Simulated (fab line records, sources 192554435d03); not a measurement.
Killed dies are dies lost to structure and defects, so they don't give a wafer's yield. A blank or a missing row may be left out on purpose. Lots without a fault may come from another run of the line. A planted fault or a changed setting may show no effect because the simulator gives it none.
Which tool did it? | flow n5_finfet | 24 lots, 72 wafers sampled, at 6 steps of a route of 1938

WHAT THE GAUGES READ, wafer by wafer
N5_BEOL_M4_CD_MEAS_11: target cd 16.79 nm. Usual: cd_nm 16.86 nm, standard deviation 0.25.
lot  | measured     | on        | cd_nm (nm)        | flag
L074 | day 8 00:17  | cd_sem-03 | 16.56 16.62 16.63 |
L075 | day 8 03:08  | cd_sem-02 | 16.93 16.77 16.85 |
L076 | day 8 10:58  | cd_sem-03 | 17.09 16.87 16.69 |
L077 | day 8 11:18  | cd_sem-03 | 16.53 16.67 16.59 |
L078 | day 8 11:28  | cd_sem-03 | 17.04 16.85 16.70 |
L079 | day 9 06:40  | cd_sem-02 | 16.81 16.96 16.94 |
L080 | day 9 12:54  | cd_sem-01 | 16.58 16.80 16.59 |
L081 | day 9 14:28  | cd_sem-02 | 17.10 16.80 16.91 |
L082 | day 9 19:15  | cd_sem-02 | 16.97 17.18 16.86 |
L084 | day 9 20:32  | cd_sem-01 | 16.96 17.20 17.28 |
L083 | day 9 20:43  | cd_sem-03 | 16.55 17.14 16.61 |
L085 | day 10 15:23 | cd_sem-02 | 16.92 17.31 17.40 |
L086 | day 11 02:47 | cd_sem-03 | 16.58 17.06 16.64 |
L089 | day 11 07:42 | cd_sem-01 | 16.78 16.71 17.20 |
L088 | day 11 10:11 | cd_sem-02 | 16.87 17.00 16.98 |
L090 | day 11 11:13 | cd_sem-02 | 16.71 16.84 17.04 |
L087 | day 11 23:32 | cd_sem-03 | 16.61 16.97 17.00 |
L092 | day 12 04:06 | cd_sem-02 | 16.52 16.42 16.94 |
L093 | day 12 12:05 | cd_sem-03 | 16.70 16.60 16.49 |
L094 | day 12 16:47 | cd_sem-02 | 16.84 16.83 17.00 |
L091 | day 12 23:23 | cd_sem-02 | 17.01 17.04 17.00 |
L095 | day 12 23:33 | cd_sem-01 | 16.89 16.78 17.03 |
L096 | day 13 03:49 | cd_sem-02 | 16.66 16.86 16.78 |
L097 | day 13 14:12 | cd_sem-01 | 17.04 17.38 16.86 |

N5_BEOL_M5_CD_MEAS_11: target cd 27.74 nm. Usual: cd_nm 28.1 nm, standard deviation 0.34.
lot  | measured     | on        | cd_nm (nm)     | flag
L074 | day 8 12:51  | cd_sem-03 | 27.6 27.6 27.7 |
L075 | day 8 14:43  | cd_sem-02 | 28.3 28.7 28.1 |
L076 | day 9 00:25  | cd_sem-03 | 27.8 27.8 27.7 |
L077 | day 9 03:50  | cd_sem-02 | 28.2 28.6 28.5 |
L078 | day 9 03:40  | cd_sem-02 | 28.1 28.1 28.3 |
L079 | day 9 19:35  | cd_sem-03 | 28.1 27.6 27.4 |
L080 | day 9 22:50  | cd_sem-02 | 28.6 28.2 28.7 |
L081 | day 10 04:17 | cd_sem-01 | 27.7 28.1 28.5 |
L082 | day 10 07:38 | cd_sem-03 | 28.2 28.5 27.7 |
L084 | day 10 10:20 | cd_sem-03 | 27.8 28.7 28.2 |
L083 | day 10 10:08 | cd_sem-02 | 28.1 28.0 27.7 |
L085 | day 11 08:10 | cd_sem-03 | 27.8 27.3 28.4 |
L086 | day 11 13:56 | cd_sem-02 | 28.4 28.5 28.3 |
L089 | day 11 22:48 | cd_sem-02 | 27.9 28.2 28.1 |
L088 | day 12 03:17 | cd_sem-02 | 28.4 28.3 28.5 |
L090 | day 12 08:03 | cd_sem-02 | 27.8 28.1 27.8 |
L087 | day 12 16:45 | cd_sem-02 | 28.0 28.4 28.1 |
L092 | day 12 19:38 | cd_sem-02 | 28.7 28.3 28.2 |
L093 | day 13 07:31 | cd_sem-03 | 28.2 28.1 28.0 |
L094 | day 13 07:44 | cd_sem-03 | 28.1 28.2 28.3 |
L091 | day 13 14:53 | cd_sem-01 | 28.1 27.8 27.9 |
L095 | day 13 14:30 | cd_sem-03 | 28.2 28.0 28.5 |
L096 | day 13 17:59 | cd_sem-03 | 28.0 27.5 27.3 |
L097 | day 14 00:49 | cd_sem-03 | 28.6 28.4 28.3 |

WHICH TOOL RAN EACH LOT (tool, then ch and the chambers of the sampled wafers, then the start)
lot  | N5_BEOL_M4_SPUTTER_79        | N5_BEOL_M4_SPUTTER_88        | N5_BEOL_M4_CO_CAP_55             | N5_BEOL_M5_HM_DEP_02
L074 | pvd_sputter-03, day 8 08:10  | pvd_sputter-03, day 8 08:50  | cvd_co-01 ch 0,1, day 8 10:34    | pvd_sputter-02, day 8 12:28
L075 | pvd_sputter-02, day 8 08:27  | pvd_sputter-02, day 8 09:11  | cvd_co-01 ch 0,2, day 8 11:04    | pvd_sputter-03, day 8 14:20
L076 | pvd_sputter-02, day 8 17:35  | pvd_sputter-02, day 8 18:14  | cvd_co-02 ch 0,2, day 8 19:59    | pvd_sputter-01, day 8 23:55
L077 | pvd_sputter-02, day 8 22:24  | pvd_sputter-02, day 8 23:04  | cvd_co-02 ch 0,1, day 9 00:54    | pvd_sputter-01, day 9 03:17
L078 | pvd_sputter-03, day 8 22:13  | pvd_sputter-03, day 8 22:53  | cvd_co-01 ch 0,1, day 9 00:39    | pvd_sputter-01, day 9 03:09
L079 | pvd_sputter-03, day 9 14:31  | pvd_sputter-03, day 9 15:11  | cvd_co-02 ch 0,1,2, day 9 17:01  | pvd_sputter-01, day 9 19:04
L080 | pvd_sputter-03, day 9 17:36  | pvd_sputter-03, day 9 18:16  | cvd_co-02 ch 1,2, day 9 20:05    | pvd_sputter-03, day 9 22:26
L081 | pvd_sputter-01, day 9 21:40  | pvd_sputter-01, day 9 22:19  | cvd_co-01 ch 0,1, day 10 01:20   | pvd_sputter-01, day 10 03:43
L082 | pvd_sputter-03, day 10 01:25 | pvd_sputter-03, day 10 02:05 | cvd_co-02 ch 0,1,2, day 10 03:50 | pvd_sputter-01, day 10 07:15
L084 | pvd_sputter-01, day 10 05:10 | pvd_sputter-01, day 10 05:50 | cvd_co-02 ch 1,2, day 10 07:51   | pvd_sputter-03, day 10 09:53
L083 | pvd_sputter-02, day 10 04:59 | pvd_sputter-02, day 10 05:38 | cvd_co-01 ch 0,1, day 10 07:43   | pvd_sputter-02, day 10 09:44
L085 | pvd_sputter-01, day 11 03:04 | pvd_sputter-01, day 11 03:44 | cvd_co-02 ch 0,1,2, day 11 05:29 | pvd_sputter-03, day 11 07:38
L086 | pvd_sputter-03, day 11 08:03 | pvd_sputter-03, day 11 08:43 | cvd_co-02 ch 0,1, day 11 10:28   | pvd_sputter-01, day 11 13:33
L089 | pvd_sputter-02, day 11 16:26 | pvd_sputter-02, day 11 17:05 | cvd_co-01 ch 0,1, day 11 18:55   | pvd_sputter-02, day 11 22:17
L088 | pvd_sputter-01, day 11 21:19 | pvd_sputter-01, day 11 21:58 | cvd_co-01 ch 0,1, day 12 00:04   | pvd_sputter-01, day 12 02:53
L090 | pvd_sputter-01, day 12 00:19 | pvd_sputter-01, day 12 00:58 | cvd_co-01 ch 0,1, day 12 02:56   | pvd_sputter-03, day 12 07:38
L087 | pvd_sputter-03, day 12 10:00 | pvd_sputter-03, day 12 10:40 | cvd_co-02 ch 0,1,2, day 12 12:25 | pvd_sputter-03, day 12 16:22
L092 | pvd_sputter-02, day 12 14:18 | pvd_sputter-02, day 12 14:58 | cvd_co-01 ch 0,1, day 12 16:43   | pvd_sputter-02, day 12 19:07
L093 | pvd_sputter-03, day 13 01:09 | pvd_sputter-03, day 13 01:49 | cvd_co-01 ch 0,1, day 13 03:34   | pvd_sputter-03, day 13 07:01
L094 | pvd_sputter-02, day 13 01:38 | pvd_sputter-02, day 13 02:18 | cvd_co-01 ch 0,1, day 13 04:04   | pvd_sputter-03, day 13 07:14
L091 | pvd_sputter-03, day 13 09:17 | pvd_sputter-03, day 13 09:57 | cvd_co-02 ch 0,1, day 13 11:59   | pvd_sputter-03, day 13 14:22
L095 | pvd_sputter-02, day 13 09:23 | pvd_sputter-02, day 13 10:03 | cvd_co-01 ch 0,1, day 13 12:05   | pvd_sputter-03, day 13 13:58
L096 | pvd_sputter-01, day 13 10:29 | pvd_sputter-01, day 13 11:08 | cvd_co-01 ch 0, day 13 12:55     | pvd_sputter-03, day 13 17:35
L097 | pvd_sputter-01, day 13 19:25 | pvd_sputter-01, day 13 20:04 | cvd_co-01 ch 0,1, day 13 21:53   | pvd_sputter-03, day 14 00:17
- N5_BEOL_M4_SPUTTER_79: material Cu, target thk 4.5 nm, time 8.29 s.
- N5_BEOL_M4_SPUTTER_88: material Cu, target thk 4.5 nm, time 8.29 s.
- N5_BEOL_M4_CO_CAP_55: material Co, precursor CCTBA/H2, target thk 2 nm, time 102.1 s.
- N5_BEOL_M5_HM_DEP_02: deposits TiN, target thk 20 nm.

WHAT THE TOOLS THEMSELVES READ (means of the sampled wafers that have a number; where no wafer has one, the mark that the record gives instead)
N5_BEOL_M4_SPUTTER_79. Usual: chuck_sensor_temp_C -16.0 C, standard deviation 0.67; throttle_valve_pct 30.0 %, standard deviation 1.2.
lot  | tool           | chuck_sensor_temp_C (C) | throttle_valve_pct (%) | flag
L074 | pvd_sputter-03 | -15.7                   | 31.3                   |
L075 | pvd_sputter-02 | -15.6                   | 30.8                   |
L076 | pvd_sputter-02 | -15.6                   | 30.4                   |
L077 | pvd_sputter-02 | -15.6                   | 29.7                   |
L078 | pvd_sputter-03 | -16.2                   | 31.2                   |
L079 | pvd_sputter-03 | -15.9                   | 30.9                   |
L080 | pvd_sputter-03 | -16.4                   | 31.2                   |
L081 | pvd_sputter-01 | -16.6                   | 29.4                   |
L082 | pvd_sputter-03 | -16.4                   | 30.7                   |
L084 | pvd_sputter-01 | -16.0                   | 30.0                   |
L083 | pvd_sputter-02 | -15.6                   | 27.9                   |
L085 | pvd_sputter-01 | -16.1                   | 29.8                   |
L086 | pvd_sputter-03 | -15.6                   | 30.9                   |
L089 | pvd_sputter-02 | -15.6                   | 29.2                   |
L088 | pvd_sputter-01 | -16.1                   | 29.1                   |
L090 | pvd_sputter-01 | -15.8                   | 29.6                   |
L087 | pvd_sputter-03 | -16.3                   | 30.4                   |
L092 | pvd_sputter-02 | -15.5                   | 28.9                   |
L093 | pvd_sputter-03 | -16.3                   | 30.8                   |
L094 | pvd_sputter-02 | -15.7                   | 29.1                   |
L091 | pvd_sputter-03 | -16.0                   | 30.8                   |
L095 | pvd_sputter-02 | -15.8                   | 28.2                   |
L096 | pvd_sputter-01 | -16.5                   | 29.6                   |
L097 | pvd_sputter-01 | -15.5                   | 29.2                   |

N5_BEOL_M4_SPUTTER_88. Usual: chuck_sensor_temp_C -16.0 C, standard deviation 0.67; throttle_valve_pct 30.0 %, standard deviation 1.2.
lot  | tool           | chuck_sensor_temp_C (C) | throttle_valve_pct (%) | flag
L074 | pvd_sputter-03 | -15.6                   | 31.2                   |
L075 | pvd_sputter-02 | -15.4                   | 30.9                   |
L076 | pvd_sputter-02 | -15.5                   | 30.4                   |
L077 | pvd_sputter-02 | -15.7                   | 29.8                   |
L078 | pvd_sputter-03 | -16.0                   | 30.9                   |
L079 | pvd_sputter-03 | -15.9                   | 30.9                   |
L080 | pvd_sputter-03 | -16.4                   | 31.0                   |
L081 | pvd_sputter-01 | -16.6                   | 29.4                   |
L082 | pvd_sputter-03 | -16.4                   | 30.6                   |
L084 | pvd_sputter-01 | -16.1                   | 30.2                   |
L083 | pvd_sputter-02 | -15.7                   | 27.8                   |
L085 | pvd_sputter-01 | -16.1                   | 29.8                   |
L086 | pvd_sputter-03 | -15.6                   | 30.9                   |
L089 | pvd_sputter-02 | -15.7                   | 29.1                   |
L088 | pvd_sputter-01 | -16.1                   | 29.3                   |
L090 | pvd_sputter-01 | -15.8                   | 29.5                   |
L087 | pvd_sputter-03 | -16.4                   | 30.5                   |
L092 | pvd_sputter-02 | -15.6                   | 29.0                   |
L093 | pvd_sputter-03 | -16.4                   | 30.6                   |
L094 | pvd_sputter-02 | -15.6                   | 29.2                   |
L091 | pvd_sputter-03 | -15.8                   | 30.6                   |
L095 | pvd_sputter-02 | -15.6                   | 28.4                   |
L096 | pvd_sputter-01 | -16.5                   | 29.6                   |
L097 | pvd_sputter-01 | -15.5                   | 29.3                   |

N5_BEOL_M4_CO_CAP_55. Usual: heater_power_w 245 W, standard deviation 16.
lot  | tool      | heater_power_w (W) | flag
L074 | cvd_co-01 | 231                |
L075 | cvd_co-01 | 229                |
L076 | cvd_co-02 | 270                |
L077 | cvd_co-02 | 246                |
L078 | cvd_co-01 | 238                |
L079 | cvd_co-02 | 257                |
L080 | cvd_co-02 | 265                |
L081 | cvd_co-01 | 240                |
L082 | cvd_co-02 | 259                |
L084 | cvd_co-02 | 270                |
L083 | cvd_co-01 | 235                |
L085 | cvd_co-02 | 258                |
L086 | cvd_co-02 | 250                |
L089 | cvd_co-01 | 234                |
L088 | cvd_co-01 | 239                |
L090 | cvd_co-01 | 238                |
L087 | cvd_co-02 | 256                |
L092 | cvd_co-01 | 237                |
L093 | cvd_co-01 | 239                |
L094 | cvd_co-01 | 234                |
L091 | cvd_co-02 | 245                |
L095 | cvd_co-01 | 240                |
L096 | cvd_co-01 | 235                |
L097 | cvd_co-01 | 241                |

N5_BEOL_M5_HM_DEP_02. Usual: throttle_valve_pct 30.1 %, standard deviation 0.98.
lot  | tool           | throttle_valve_pct (%) | flag
L074 | pvd_sputter-02 | 28.5                   |
L075 | pvd_sputter-03 | 30.5                   |
L076 | pvd_sputter-01 | 29.8                   |
L077 | pvd_sputter-01 | 29.8                   |
L078 | pvd_sputter-01 | 29.4                   |
L079 | pvd_sputter-01 | 29.6                   |
L080 | pvd_sputter-03 | 30.8                   |
L081 | pvd_sputter-01 | 29.9                   |
L082 | pvd_sputter-01 | 29.4                   |
L084 | pvd_sputter-03 | 30.2                   |
L083 | pvd_sputter-02 | 31.2                   |
L085 | pvd_sputter-03 | 31.2                   |
L086 | pvd_sputter-01 | 29.7                   |
L089 | pvd_sputter-02 | 29.5                   |
L088 | pvd_sputter-01 | 29.2                   |
L090 | pvd_sputter-03 | 30.7                   |
L087 | pvd_sputter-03 | 31.4                   |
L092 | pvd_sputter-02 | 29.1                   |
L093 | pvd_sputter-03 | 30.7                   |
L094 | pvd_sputter-03 | 30.5                   |
L091 | pvd_sputter-03 | 31.0                   |
L095 | pvd_sputter-03 | 30.6                   |
L096 | pvd_sputter-03 | 31.0                   |
L097 | pvd_sputter-03 | 30.6                   |

THE ANSWER, worked out from the rows above alone
Rule: a lot is off if the mean of its wafers that have a number lies more than 3 standard deviations from the usual mean. A lot without any number at a reading at which 4 lots or more have one is off too. The other lots that the step has rows for count as sound. The gauges are gone through in route order, then the tools' own readings, and for those a lot's mean is taken as printed above. The first step at which some lot is off is used, and at that step the reading that is off furthest; a lot without a number counts as furthest.
No lot is off at any reading shown: from this, nothing can be told.

WHAT THE SIMULATOR HAD PUT IN
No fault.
